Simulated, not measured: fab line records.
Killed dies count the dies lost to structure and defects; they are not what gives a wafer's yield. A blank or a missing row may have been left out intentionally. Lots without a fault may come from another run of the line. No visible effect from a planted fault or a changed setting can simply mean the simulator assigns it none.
What tool caused it? | flow n5_finfet | 8 lots, 24 wafers sampled, at 1 step of a route of 1938

== WHAT THE GAUGES SHOWED, per wafer ==
N5_BEOL_M4_RC_MEAS_101. Usual: DIBL_N 35.9 mV/V, standard deviation 1.4; DIBL_P 35.9 mV/V, standard deviation 1.7; IOFF_N 0.160 nA/um, standard deviation 0.026; IOFF_P 0.21 nA/um, standard deviation 0.036; ION_N 672 uA/um, standard deviation 11; ION_P 461 uA/um, standard deviation 8.1; SS_N 71.4 mV/dec, standard deviation 0.54; SS_P 73.2 mV/dec, standard deviation 0.67; VT_N 249.3 mV, standard deviation 2.7; VT_P -250 mV, standard deviation 3.9.
lot  | measured     | on        | DIBL_N (mV/V)  | DIBL_P (mV/V)  | IOFF_N (nA/um)    | IOFF_P (nA/um) | ION_N (uA/um) | ION_P (uA/um) | SS_N (mV/dec)  | SS_P (mV/dec)  | VT_N (mV)         | VT_P (mV)      | flag
L976 | day 9 04:48  | prober-02 | 36.3 38.0 36.7 | 36.2 39.1 35.7 | 0.161 0.208 0.169 | 0.22 0.28 0.21 | 674 682 674   | 462 465 454   | 71.1 72.0 71.8 | 74.1 73.7 73.2 | 249.6 246.3 250.4 | -247 -248 -247 |
L978 | day 9 14:31  | prober-01 | 37.4 37.1 35.0 | 35.6 36.0 33.4 | 0.178 0.178 0.136 | 0.20 0.21 0.16 | 674 686 664   | 456 458 448   | 71.8 71.6 71.7 | 73.3 73.6 72.4 | 247.8 249.2 253.0 | -255 -253 -255 |
L983 | day 10 14:10 | prober-02 | 35.7 34.4 33.6 | 35.9 34.8 33.0 | 0.157 0.137 0.122 | 0.21 0.20 0.17 | 667 666 648   | 456 463 452   | 71.3 70.3 71.2 | 73.0 73.0 71.8 | 250.1 248.8 253.3 | -247 -248 -251 |
L984 | day 10 16:13 | prober-01 | 35.7 32.5 36.7 | 36.3 31.9 37.0 | 0.153 0.104 0.161 | 0.19 0.14 0.20 | 676 658 663   | 455 448 452   | 70.7 70.6 71.4 | 74.0 72.7 74.8 | 248.6 258.3 250.6 | -255 -257 -255 |
L990 | day 11 21:24 | prober-02 | 37.7 38.6 36.4 | 38.0 38.5 36.7 | 0.194 0.223 0.178 | 0.29 0.30 0.26 | 690 675 681   | 478 467 474   | 71.5 71.7 71.2 | 73.4 74.1 72.9 | 245.4 243.9 244.9 | -244 -244 -244 |
L989 | day 12 01:50 | prober-01 | 36.9 35.4 35.4 | 35.9 34.5 34.0 | 0.178 0.158 0.147 | 0.21 0.20 0.18 | 678 664 662   | 461 453 445   | 72.2 72.0 71.9 | 73.9 72.6 73.1 | 247.4 249.4 252.3 | -249 -252 -254 |
L994 | day 13 03:45 | prober-02 | 40.2 35.4 37.4 | 39.1 34.9 37.0 | 0.228 0.132 0.165 | 0.27 0.19 0.22 | 677 672 682   | 468 462 465   | 72.5 70.7 71.2 | 74.4 72.5 73.3 | 246.0 252.0 247.7 | -248 -254 -249 |
L995 | day 13 21:41 | prober-01 | 36.2 35.4 34.2 | 37.0 37.1 34.5 | 0.186 0.171 0.136 | 0.23 0.22 0.18 | 670 690 660   | 458 465 451   | 72.1 71.6 71.1 | 73.9 74.4 72.8 | 245.1 248.0 251.7 | -248 -250 -253 |

== TOOL THAT RAN EACH LOT (tool first, then ch and the chambers of the sampled wafers, then the start) ==
The record holds no process step before these readings.

== WHAT THE TOOLS THEMSELVES READ (means of the sampled wafers that have a number; where no wafer has one, the mark that the record gives instead) ==
The record holds no such reading with a usual standard deviation.

== THE ANSWER, worked out from the rows above alone ==
Rule: take the mean of a lot's wafers that have a number; if it is more than 3 standard deviations from the usual mean, the lot is off. A lot without any number at a reading at which 4 lots or more have one is off too. The other lots that the step has rows for count as sound. After the gauges, taken in route order, come the tools' own readings; for these a lot's mean is taken, as printed above. At the first step where some lot is off, the reading lying furthest off is the one used; lots without a number count as furthest.
No lot is off at any reading shown: from this, nothing can be told.

== WHAT THE SIMULATOR PUT IN ==
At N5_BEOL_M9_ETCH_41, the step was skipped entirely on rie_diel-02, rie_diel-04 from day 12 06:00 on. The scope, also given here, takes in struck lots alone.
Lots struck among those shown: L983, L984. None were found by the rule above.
